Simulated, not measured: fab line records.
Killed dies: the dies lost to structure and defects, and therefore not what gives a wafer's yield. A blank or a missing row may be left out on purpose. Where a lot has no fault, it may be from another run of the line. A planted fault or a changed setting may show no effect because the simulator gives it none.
fab line records    flow nand-harc
record: lots: 6  wafers: 18  last-day: 24
route steps=1159 shown A_CONTACT@853 END@1159
lots that met no fault: from a run of the same line without faults
start-h: the number of hours between the record's first day and the start of the first shown wafer of the lot    wait-h: time in hours since the lot's previous step    " repeats the value in the row above    L1.1+2: one row covering several wafers at once    - value missing, or start not given    * or withheld: withheld    < > ~ a bound
route shown NAME@n: names a module that has steps shown in the file, with the first one's number in the route    usual: mean and standard deviation over wafers with no fault    same: alike in all rows    chamber/n: place in a boat    sites: the reading at each site    _std_site: their standard deviation    _edge_site: outer sites' mean less inner sites'    radius-mm: for every site, how far away it sits from the centre of the wafer    mask NAME#n: copy n    behind: the most recent tool/chamber to have shaped the wafer    hold: why the lot was held/for how many hours/how that ended    device: the n, p or np transistor that did not switch    end of line: the route-end tests of the same wafers    a step without rows: its recipe alone    killed: dies lost to structure and defects at the first sort, not the wafer's yield    map: shows each die of a wafer: x if killed, . if not, _ if none is there
set.NAME: the run value of the setting; set.NAME@STEP: its run value at that earlier step    model.NAME: the simulator's own value behind a step, which no gauge read
lots seen at some steps along the route; tables by step, rows by wafer
services: from which hour (start-h, from the record's first day; less than 0 if before it) a tool's chamber was out of use, for how many hours, and why
== steps ==
step: NHARC_A_CONTACT_DEVELOP_41
recipe: develop-time-s: 35  dev-temp-c: 23
step: NHARC_A_CONTACT_CD_MEAS_42
recipe: target-cd-nm: 200  landing-energy-ev: 500
usual: cd-nm: 200.0/0.65
lot.wafer  tool       chamber  start-h  wait-h  cd-nm
L653.4     cd-sem-01  0        369.04   -       201.1
L653.5     "          0        "        "       200.9
L653.6     "          0        "        "       200.7
L660.1     cd-sem-03  0        402.83   -       200.3
L660.5     "          0        "        "       199.4
L660.6     "          0        "        "       199.2
L659.2     cd-sem-03  0        410.16   -       199.3
L659.5     "          0        "        "       199.5
L659.6     "          0        "        "       199.9
L667.3     cd-sem-02  0        456.83   -       200.0
L667.5     "          0        "        "       200.2
L667.6     "          0        "        "       199.4
L669.1     cd-sem-02  0        472.81   -       200.2
L669.3     "          0        "        "       200.5
L669.4     "          0        "        "       200.3
L674.3     cd-sem-02  0        499.83   -       199.8
L674.5     "          0        "        "       200.3
L674.6     "          0        "        "       200.7
step: NHARC_A_CONTACT_OVL_MEAS_43
usual: overlay-x-nm: -0.1/0.86  overlay-y-nm: -0.5/0.92
lot.wafer  tool        chamber  start-h  wait-h  overlay-x-nm  overlay-y-nm
L653.4     overlay-02  -        369.12   -       0.1           -0.3
L653.5     "           -        "        "       0.2           -0.1
L653.6     "           -        "        "       -0.1          0.0
L660.1     overlay-01  -        402.92   -       0.7           1.0
L660.5     "           -        "        "       0.6           0.4
L660.6     "           -        "        "       0.6           1.2
L659.2     overlay-01  -        410.25   -       0.8           0.4
L659.5     "           -        "        "       0.0           0.9
L659.6     "           -        "        "       0.0           0.4
L667.3     overlay-02  -        456.91   -       1.3           -0.4
L667.5     "           -        "        "       0.6           0.4
L667.6     "           -        "        "       1.0           -0.5
L669.1     overlay-02  -        472.90   -       0.1           1.1
L669.3     "           -        "        "       -0.9          0.9
L669.4     "           -        "        "       -0.8          0.2
L674.3     overlay-02  -        499.93   -       0.1           -0.3
L674.5     "           -        "        "       0.1           -0.6
L674.6     "           -        "        "       0.4           -1.3
step: NHARC_A_CONTACT_INSPECT_44
usual: raw-defect-count: 28/15
lot.wafer  tool               chamber  start-h  wait-h  raw-defect-count
L653.4     defect-inspect-01  -        369.16   0.0     14
L653.5     "                  -        "        "       13
L653.6     "                  -        "        "       7
L660.1     defect-inspect-01  -        402.96   0.0     32
L660.5     "                  -        "        "       36
L660.6     "                  -        "        "       48
L659.2     defect-inspect-02  -        410.29   0.0     21
L659.5     "                  -        "        "       40
L659.6     "                  -        "        "       17
L667.3     defect-inspect-01  -        456.95   0.0     21
L667.5     "                  -        "        "       13
L667.6     "                  -        "        "       25
L669.1     defect-inspect-01  -        472.93   0.0     41
L669.3     "                  -        "        "       51
L669.4     "                  -        "        "       50
L674.3     defect-inspect-02  -        499.96   0.0     49
L674.5     "                  -        "        "       63
L674.6     "                  -        "        "       59
step: NHARC_A_CONTACT_DESCUM_47
recipe: time-s: 3  o2-flow-sccm: 200  ar-flow-sccm: 0  bias-power-w: 0  chemistry: O2
usual: drypump-motor-current-A: 5.7/0.37  oes-product-au: 0.997/0.012  rf-vpp-V: 57.7/0.95  showerhead-plenum-p-Torr: 1.91/0.1  throttle-valve-pct: 11.311/0.0093
lot.wafer  tool         chamber  start-h  wait-h  drypump-motor-current-A  oes-product-au  rf-hours-counter-h  rf-vpp-V  showerhead-plenum-p-Torr  throttle-valve-pct
L653.4     rie-diel-03  0        369.23   0.1     5.6                      0.991           24                  59.2      1.92                      11.315
L653.6     "            2        "        "       5.7                      0.991           -                   58.5      2.03                      11.309
L653.5     "            3        "        "       5.2                      1.017           -                   58.4      1.76                      11.308
L660.1     rie-diel-03  0        403.02   0.1     5.5                      0.998           0                   57.1      1.91                      11.308
L660.6     "            0        "        "       5.6                      0.989           -                   56.4      1.91                      11.315
L660.5     "            1        "        "       6.4                      0.981           -                   56.5      1.78                      11.314
L659.2     rie-diel-03  2        410.42   0.1     5.7                      0.996           2                   57.7      2.03                      11.315
L659.5     "            1        "        "       6.4                      0.990           -                   56.3      1.78                      11.295
L659.6     "            2        "        "       5.7                      0.996           -                   57.4      2.03                      11.317
L667.3     rie-diel-03  3        457.06   0.1     5.2                      1.014           9                   58.9      2.07                      11.314
L667.5     "            0        "        "       5.5                      0.985           -                   58.1      1.91                      11.317
L667.6     "            1        "        "       6.4                      0.985           -                   57.0      1.78                      11.310
L669.4     rie-diel-13  3        472.99   0.1     6.1                      0.997           4                   57.3      2.08                      11.322
L669.3     "            0        "        "       5.6                      1.001           4                   57.6      1.89                      11.319
L669.1     "            2        "        "       5.3                      0.998           3                   56.3      1.96                      11.321
L674.3     rie-diel-05  0        500.04   0.1     6.3                      0.990           56                  58.1      1.89                      11.320
L674.5     "            2        "        "       5.6                      0.992           -                   57.6      1.93                      11.309
L674.6     "            3        "        "       5.3                      1.022           -                   57.4      1.94                      11.318
step: NHARC_A_CONTACT_ETCH_48
recipe: target-depth-a: 390  over-etch-frac: 0.3  time-s: 65  ion-energy-ev: 80  cf4-flow-sccm: 150  ar-flow-sccm: 0  rf-w: 300  bias-w: 100  chemistry: CF4
step: NHARC_A_CONTACT_ETCH_49
recipe: target-depth-a: 2600  over-etch-frac: 0.3  time-s: 475.3  ion-energy-ev: 200  n2-flow-sccm: 150  h2-flow-sccm: 150  ar-flow-sccm: 0  rf-w: 400  bias-w: 150  chemistry: N2/H2
step: NHARC_A_CONTACT_ETCH_50
recipe: target-depth-a: 847  time-s: 42.4  cf4-flow-sccm: 100  chf3-flow-sccm: 30  ar-flow-sccm: 0  rf-w: 500  bias-w: 200  chemistry: CF4/CHF3
step: NHARC_A_CONTACT_ETCH_51
recipe: target-depth-a: 36000  over-etch-frac: 0.3  time-s: 936  ion-energy-ev: 150  o2-flow-sccm: 400  cos-flow-sccm: 20  ar-flow-sccm: 0  rf-w: 500  bias-w: 300  chemistry: O2/COS
step: NHARC_A_CONTACT_ETCH_111
recipe: source-w: withheld  pressure-mtorr: 20  bias-v: withheld  time-s: 140  target-depth-a: 7000  ar-flow-sccm: withheld  c4f8-flow-sccm: withheld  o2-flow-sccm: withheld  chemistry: C4F8/O2/Ar
step: NHARC_A_CONTACT_ETCH_112
recipe: source-w: withheld  pressure-mtorr: 20  bias-v: 3000  time-s: 94  target-depth-a: 9220  ar-flow-sccm: withheld  c4f8-flow-sccm: withheld  o2-flow-sccm: withheld  chemistry: C4F8/O2/Ar
step: NHARC_A_CONTACT_ETCH_113
recipe: source-w: withheld  pressure-mtorr: 20  bias-v: 3000  time-s: 94  target-depth-a: 9220  ar-flow-sccm: withheld  c4f8-flow-sccm: withheld  o2-flow-sccm: withheld  chemistry: C4F8/O2/Ar
usual: oes-air-line-au: 1.000/0.022
lot.wafer  tool             chamber  start-h  wait-h  oes-air-line-au  rf-hours-counter-h
L653.4     har-cap-etch-02  0        370.82   0.1     1.028            -
L653.6     "                1        "        "       1.035            -
L653.5     "                0        "        "       1.036            -
L660.1     har-cap-etch-03  0        404.58   0.1     1.010            89
L660.6     "                1        "        "       1.012            -
L660.5     "                0        "        "       0.994            -
L659.2     har-cap-etch-02  1        412.29   0.1     0.995            17
L659.6     "                1        "        "       0.989            -
L659.5     "                0        "        "       0.994            -
L667.3     har-cap-etch-02  0        458.96   0.1     0.997            -
L667.5     "                1        "        "       0.993            -
L667.6     "                0        "        "       0.971            -
L669.1     har-cap-etch-02  0        474.55   0.1     1.028            28
L669.4     "                0        "        "       0.977            -
L669.3     "                1        "        "       1.024            -
L674.3     har-cap-etch-03  0        501.62   0.1     1.025            -
L674.5     "                0        "        "       1.000            -
L674.6     "                1        "        "       0.968            -
step: NHARC_A_CONTACT_ETCH_114
recipe: source-w: withheld  pressure-mtorr: 20  bias-v: 3000  time-s: 94  target-depth-a: 9220  ar-flow-sccm: withheld  c4f8-flow-sccm: withheld  o2-flow-sccm: withheld  chemistry: C4F8/O2/Ar
usual: oes-air-line-au: 0.999/0.019
lot.wafer  tool             chamber  start-h  wait-h  oes-air-line-au  rf-hours-counter-h
L653.4     har-cap-etch-02  0        370.91   0.1     1.007            -
L653.6     "                1        "        "       1.002            -
L653.5     "                0        "        "       0.986            -
L660.1     har-cap-etch-03  0        404.67   0.1     0.986            89
L660.6     "                1        "        "       0.980            -
L660.5     "                0        "        "       0.980            -
L659.2     har-cap-etch-02  1        412.39   0.1     0.973            17
L659.6     "                1        "        "       0.994            -
L659.5     "                0        "        "       0.995            -
L667.3     har-cap-etch-02  0        459.05   0.1     0.992            -
L667.5     "                1        "        "       0.967            -
L667.6     "                0        "        "       1.012            -
L669.1     har-cap-etch-02  0        474.64   0.1     0.954            28
L669.4     "                0        "        "       1.001            -
L669.3     "                1        "        "       0.984            -
L674.3     har-cap-etch-03  0        501.71   0.1     0.984            -
L674.5     "                0        "        "       0.979            -
L674.6     "                1        "        "       0.985            -
step: NHARC_A_CONTACT_ETCH_115
recipe: source-w: withheld  pressure-mtorr: 20  bias-v: 3000  time-s: 94  target-depth-a: 9220  ar-flow-sccm: withheld  c4f8-flow-sccm: withheld  o2-flow-sccm: withheld  chemistry: C4F8/O2/Ar
usual: oes-air-line-au: 1.000/0.021
lot.wafer  tool             chamber  start-h  wait-h  oes-air-line-au  rf-hours-counter-h
L653.4     har-cap-etch-02  0        371.00   0.1     0.977            -
L653.6     "                1        "        "       1.011            -
L653.5     "                0        "        "       0.998            -
L660.1     har-cap-etch-03  0        404.76   0.1     1.033            89
L660.6     "                1        "        "       1.033            -
L660.5     "                0        "        "       1.020            -
L659.2     har-cap-etch-02  1        412.48   0.1     1.019            17
L659.6     "                1        "        "       0.997            -
L659.5     "                0        "        "       0.972            -
L667.3     har-cap-etch-02  0        459.14   0.1     1.004            -
L667.5     "                1        "        "       1.007            -
L667.6     "                0        "        "       1.004            -
L669.1     har-cap-etch-02  0        474.73   0.1     0.974            28
L669.4     "                0        "        "       0.984            -
L669.3     "                1        "        "       0.994            -
L674.3     har-cap-etch-03  0        501.80   0.1     0.979            -
L674.5     "                0        "        "       0.943            -
L674.6     "                1        "        "       1.027            -
step: NHARC_A_CONTACT_ETCH_116
recipe: source-w: withheld  pressure-mtorr: 20  bias-v: 3000  time-s: 94  target-depth-a: 9220  ar-flow-sccm: withheld  c4f8-flow-sccm: withheld  o2-flow-sccm: withheld  chemistry: C4F8/O2/Ar
step: NHARC_A_CONTACT_ETCH_117
recipe: source-w: withheld  pressure-mtorr: 20  bias-v: 3000  time-s: 94  target-depth-a: 9220  ar-flow-sccm: withheld  c4f8-flow-sccm: withheld  o2-flow-sccm: withheld  chemistry: C4F8/O2/Ar
usual: oes-air-line-au: 0.999/0.021
lot.wafer  tool             chamber  start-h  wait-h  oes-air-line-au  rf-hours-counter-h
L653.4     har-cap-etch-02  0        371.19   0.1     1.013            -
L653.6     "                1        "        "       0.996            -
L653.5     "                0        "        "       0.996            -
L660.1     har-cap-etch-03  0        404.95   0.1     0.989            90
L660.6     "                1        "        "       1.001            -
L660.5     "                0        "        "       0.975            -
L659.2     har-cap-etch-02  1        412.66   0.1     1.010            17
L659.6     "                1        "        "       1.016            -
L659.5     "                0        "        "       1.001            -
L667.3     har-cap-etch-02  0        459.32   0.1     0.972            -
L667.5     "                1        "        "       1.011            -
L667.6     "                0        "        "       0.995            -
L669.1     har-cap-etch-02  0        474.91   0.1     0.963            28
L669.4     "                0        "        "       0.946            -
L669.3     "                1        "        "       0.961            -
L674.3     har-cap-etch-03  0        501.98   0.1     0.967            -
L674.5     "                0        "        "       0.959            -
L674.6     "                1        "        "       1.034            -
step: NHARC_A_CONTACT_ETCH_118
recipe: source-w: withheld  pressure-mtorr: 20  bias-v: 3000  time-s: 94  target-depth-a: 9220  ar-flow-sccm: withheld  c4f8-flow-sccm: withheld  o2-flow-sccm: withheld  chemistry: C4F8/O2/Ar
step: NHARC_A_CONTACT_ETCH_119
recipe: source-w: withheld  pressure-mtorr: 20  bias-v: 3000  time-s: 94  target-depth-a: 9220  ar-flow-sccm: withheld  c4f8-flow-sccm: withheld  o2-flow-sccm: withheld  chemistry: C4F8/O2/Ar
step: NHARC_A_CONTACT_ETCH_120
recipe: source-w: withheld  pressure-mtorr: 20  bias-v: 3000  time-s: 94  target-depth-a: 9220  ar-flow-sccm: withheld  c4f8-flow-sccm: withheld  o2-flow-sccm: withheld  chemistry: C4F8/O2/Ar
step: NHARC_A_CONTACT_ETCH_121
recipe: source-w: withheld  pressure-mtorr: 20  bias-v: 3000  time-s: 94  target-depth-a: 9220  ar-flow-sccm: withheld  c4f8-flow-sccm: withheld  o2-flow-sccm: withheld  chemistry: C4F8/O2/Ar
step: NHARC_A_CONTACT_ETCH_122
recipe: source-w: withheld  pressure-mtorr: 20  bias-v: 3000  time-s: 95  target-depth-a: 9300  ar-flow-sccm: withheld  c4f8-flow-sccm: withheld  o2-flow-sccm: withheld  chemistry: C4F8/O2/Ar
step: NHARC_A_CONTACT_ETCH_123
recipe: source-w: withheld  pressure-mtorr: 20  bias-v: 400  time-s: 253  target-depth-a: 10900  ar-flow-sccm: withheld  c4f8-flow-sccm: 11.5  o2-flow-sccm: 7.2  chemistry: C4F8/O2/Ar
step: NHARC_A_CONTACT_ETCH_90
recipe: target-depth-a: 400  over-etch-frac: 0.5  time-s: 85.7  ion-energy-ev: 120  ch3f-flow-sccm: 50  o2-flow-sccm: 30  ar-flow-sccm: 200  rf-w: 500  bias-w: 100  chemistry: CH3F/O2
step: NHARC_A_CONTACT_ETCH_96
recipe: target-depth-a: 200  over-etch-frac: 0.5  time-s: 10  ion-energy-ev: 250  c4f6-flow-sccm: 25  o2-flow-sccm: 20  ar-flow-sccm: 500  rf-w: 600  bias-w: 500  chemistry: C4F6/O2
step: NHARC_A_CONTACT_CD_MEAS_53
usual: cd-nm: 189.8/0.87
lot.wafer  tool       chamber  start-h  wait-h  cd-nm
L653.4     cd-sem-01  -        372.51   -       190.9
L653.5     "          -        "        "       190.2
L653.6     "          -        "        "       190.3
L660.1     cd-sem-01  -        406.29   -       190.0
L660.5     "          -        "        "       189.9
L660.6     "          -        "        "       190.1
L659.2     cd-sem-03  -        414.03   -       190.2
L659.5     "          -        "        "       190.6
L659.6     "          -        "        "       190.6
L667.3     cd-sem-01  -        460.65   -       189.5
L667.5     "          -        "        "       189.9
L667.6     "          -        "        "       189.5
L669.1     cd-sem-02  -        476.27   -       190.1
L669.3     "          -        "        "       189.7
L669.4     "          -        "        "       189.9
L674.3     cd-sem-01  -        503.32   -       189.3
L674.5     "          -        "        "       190.1
L674.6     "          -        "        "       189.3
step: NHARC_A_CONTACT_STRIP_99
recipe: n2-flow-sccm: 150  h2-flow-sccm: 150  ar-flow-sccm: 0  bias-w: 0  chemistry: N2/H2
step: NHARC_A_CONTACT_STRIP_100
recipe: cf4-flow-sccm: 100  chf3-flow-sccm: 30  ar-flow-sccm: 0  bias-w: 0  chemistry: CF4/CHF3
step: NHARC_A_CONTACT_STRIP_101
recipe: o2-flow-sccm: 400  cos-flow-sccm: 20  ar-flow-sccm: 0  bias-w: 0  chemistry: O2/COS
step: NHARC_A_CONTACT_ETCH_102
recipe: target-depth-a: 700  overetch-a: 70  time-s: 38.5  ion-energy-ev: 100  cf4-flow-sccm: 80  o2-flow-sccm: 20  ar-flow-sccm: 0  rf-w: 300  bias-w: 100  chemistry: CF4/O2
step: NHARC_A_CONTACT_STRIP_55
recipe: o2-flow-sccm: 500  ar-flow-sccm: 0  bias-w: 0  chemistry: O2
usual: drypump-motor-current-A: 5.7/0.38  oes-product-au: 0.996/0.011  rf-vpp-V: 57.7/0.93  showerhead-plenum-p-Torr: 3.55/0.18  throttle-valve-pct: 17.037/0.0082
lot.wafer  tool         chamber  start-h  wait-h  drypump-motor-current-A  oes-product-au  rf-hours-counter-h  rf-vpp-V  showerhead-plenum-p-Torr  throttle-valve-pct
L653.4     rie-diel-13  0        -        -       5.6                      0.995           36                  58.5      3.51                      17.043
L653.6     "            1        "        "       5.8                      0.989           -                   55.8      3.28                      17.030
L653.5     "            2        "        "       5.3                      1.000           -                   58.6      3.62                      17.032
L660.1     rie-diel-03  3        -        -       5.3                      0.997           2                   57.9      3.81                      17.063
L660.5     "            1        "        "       6.4                      0.996           -                   57.2      3.30                      17.039
L660.6     "            2        "        "       5.7                      0.994           -                   57.5      3.72                      17.045
L659.2     rie-diel-05  1        -        -       5.6                      1.004           26                  56.8      3.36                      17.031
L659.6     "            0        "        "       6.3                      1.010           -                   59.1      3.51                      17.030
L659.5     "            1        "        "       5.6                      1.011           -                   56.0      3.36                      17.036
L667.3     rie-diel-03  3        -        -       5.3                      1.002           11                  58.2      3.80                      17.032
L667.5     "            0        "        "       5.6                      0.990           -                   57.8      3.52                      17.027
L667.6     "            1        "        "       6.4                      0.983           -                   56.2      3.30                      17.042
L669.4     rie-diel-03  1        -        -       6.4                      0.979           12                  56.5      3.30                      17.041
L669.1     "            2        "        "       5.7                      0.981           13                  59.4      3.72                      17.029
L669.3     "            0        "        "       5.6                      0.992           12                  57.9      3.52                      17.032
L674.3     rie-diel-13  0        -        -       5.6                      0.998           13                  57.8      3.49                      17.029
L674.6     "            3        "        "       6.1                      1.000           -                   59.5      3.80                      17.041
L674.5     "            0        "        "       5.6                      1.002           -                   58.8      3.49                      17.036
step: NHARC_A_CONTACT_STRIP_56
recipe: time-s: 600  temp-c: 30  chemistry: post-etch-residue-remover
step: NHARC_A_CONTACT_DEP_57
recipe: target-thk-a: 28000  temp-c: 400  material: aC
step: NHARC_A_CONTACT_DEP_58
recipe: target-thk-a: 600  target-thk-nm: 60  temp-c: 400  pressure-torr: 3.5  flow-sccm: 200  rf-w: 350  material: SiON
step: NHARC_A_CONTACT_DEHYDRATE_59
recipe: temp-c: 150  time-s: 120
step: NHARC_A_CONTACT_HMDS_60
recipe: time-s: 30
step: NHARC_A_CONTACT_COAT_61
recipe: temp-c: 260  time-s: 75
step: NHARC_A_CONTACT_COAT_62
recipe: temp-c: 225  time-s: 65
step: NHARC_A_CONTACT_COAT_63
recipe: spin-rpm: 1500  resist-thk-nm: 90
step: NHARC_A_CONTACT_SOFTBAKE_64
recipe: temp-c: 105  time-s: 55
step: NHARC_A_CONTACT_EBR_65
step: NHARC_A_CONTACT_EXPOSE_66
recipe: na: 1.35  sigma-outer: 0.8  dose-mj: 59.02  mask-id: A_CC_2
step: NHARC_A_CONTACT_PEB_67
recipe: peb-temp-c: 100  peb-time-s: 65
step: NHARC_END_SORT_01
recipe: temp-c: 25
usual: killed-at-array: 25/9.2  killed-at-other: 0.9/1.3  killed-at-periphery: 3.3/2.3  killed-dies: 29/9.6  killed-open: 3.2/1.8  killed-short: 2/1.4
same: gross-dies: 677
lot.wafer  tool       chamber  start-h  wait-h  killed-at-array  killed-at-other  killed-at-periphery  killed-dies  killed-open  killed-short
L667.3     prober-02  0        543.60   3.1     65               1                4                    70           4            1
L667.6     prober-02  0        545.94   3.9     73               5                0                    78           1            2
L669.1     prober-01  0        551.66   2.5     77               0                6                    83           1            5
L669.4     prober-01  0        554.09   3.4     78               0                3                    81           0            0
killed by level:class
L667.3 A_CONTACT:unspecified=44 A_STAIRCASE:chamber-film-flake=9 A_SLIT:chamber-film-flake=4 A_CHANNEL_HOLE_D1:chamber-film-flake=3 P_CONTACT:geometric-particle:open=2 A_CONTACT:chamber-film-flake=2 P_M1:geometric-particle:open=1 A_SGD_CUT:geometric-particle:short=1
L667.6 A_CONTACT:unspecified=51 A_STAIRCASE:chamber-film-flake=10 A_CHANNEL_HOLE_D1:chamber-film-flake=5 THIN_TSV:chamber-film-flake=5 A_ONON_D1:geometric-particle:short=2 A_SLIT:chamber-film-flake=2 A_CONTACT:chamber-film-flake=2 A_CONTACT:geometric-particle:open=1
L669.1 A_CONTACT:unspecified=46 A_CHANNEL_HOLE_D1:chamber-film-flake=14 A_SLIT:chamber-film-flake=10 A_CONTACT:chamber-film-flake=3 A_WL_FILL:geometric-particle:short=2 P_ZERO_WELL:chamber-film-flake=2 P_CONTACT:chamber-film-flake=2 P_M2:geometric-particle:open=1
L669.4 A_CONTACT:unspecified=48 A_CHANNEL_HOLE_D1:chamber-film-flake=13 A_SLIT:chamber-film-flake=13 A_CONTACT:chamber-film-flake=4 P_M1:chamber-film-flake=2 P_ZERO_WELL:chamber-film-flake=1
map L667.6 (x killed, . not)
____________.____________
_________......._________
_______..........._______
______.............______
_____.......x......._____
____.................____
____.................____
___...................___
___...................___
__..................x..__
__.....................__
_......................._
_x......................_
_......................._
_......................._
_...x..................._
.........................
.........................
...........x.x...........
..................x......
.........................
_......................._
_...................x..._
_.....x.............x..._
_................x.xxxx._
_.................xxxxx._
__...xx.....x...xxxxxxx__
__...x..x.x......xxxxxx__
___..x..xx..x....xxxxx___
___..x....x....xxxxxxx___
____............xxxxx____
____............xxxxx____
_____............xxx_____
______...........xx______
_______..xxx......_______
_________.x...x._________
____________x____________
map L669.1 (x killed, . not)
____________.____________
_________......x_________
_______..........._______
______.............______
_____..............._____
____.................____
____.................____
___...................___
___...................___
__.........x...........__
__.......x.............__
_......................._
_..............x........_
_......................._
_......................._
_......................._
.....x...................
...x.....................
.........................
..............x....x..x..
.....................x...
_...x............x......_
_....................x.._
_.............x......x.._
_...................x.xx_
_.................xxxxxx_
__..............xxxxxxx__
__............x.xxxxxxx__
___..............xxxxx___
___...............xxxx___
____.........xxxxxxxx____
____...........xxxxxx____
_____....x..xx.xxxxx_____
______.....xxxxx..x______
_______.....xxx.x._______
_________..x.x.._________
____________x____________
== services ==
tool             chamber  start-h  hours  kind
rie-diel-03      0        346.85   -      clean
rie-diel-03      1        346.85   -      clean
rie-diel-03      2        346.85   -      clean
rie-diel-03      3        346.85   -      clean
rie-diel-03      0        371.35   -      clean
rie-diel-03      1        371.35   -      clean
rie-diel-03      2        371.35   -      clean
rie-diel-03      3        371.35   -      clean
rie-diel-03      -        392.30   9.0    pm
rie-diel-03      0        392.30   9.0    vent-cycle
rie-diel-03      1        392.30   9.0    vent-cycle
rie-diel-03      2        392.30   9.0    vent-cycle
rie-diel-03      3        392.30   9.0    vent-cycle
rie-diel-03      0        401.30   -      clean
rie-diel-03      1        401.30   -      clean
rie-diel-03      2        401.30   -      clean
rie-diel-03      3        401.30   -      clean
rie-diel-03      3        401.30   -      consumable-replace:focus-ring
rie-diel-03      3        401.30   -      consumable-replace:showerhead
rie-diel-13      2        402.42   2.0    repair
rie-diel-13      -        417.30   0.8    repair
rie-diel-03      0        425.80   -      clean
rie-diel-13      -        453.19   9.0    pm
har-cap-etch-03  -        496.44   0.7    repair
== key ==
first-sign: step: NHARC_END_SORT_01  reading: killed-at-array  direction: up  sigmas: 5.2  usual: 25  struck: 73
effect: step: NHARC_END_SORT_01  reading: killed-dies  direction: up  sigmas: 5  usual: 29  struck: 78
more-kills-born-at: NHARC_A_CONTACT_ETCH_114@har-cap-etch-02: 189
met-at NHARC_A_CONTACT_ETCH_114
struck-wafers L667.3,L667.6,L669.1,L669.4
tester-left-out L667,L669
onset-between 412.39 459.05
fault: kind: chamber-particle-source  tool: har-cap-etch-02  chamber: 0  onset-h: 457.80  steps: NHARC_A_CONTACT_ETCH_114  rate-per-visit-cm2: 0.82452  end-h: 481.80
tester-left-out: of these lots the tester's yield and bins aren't shown, on N5 and GAA mostly nor the transistor test; their killed dies are dies lost to structure and defects alone, not to doping, threshold or leakage, so they don't give the yield
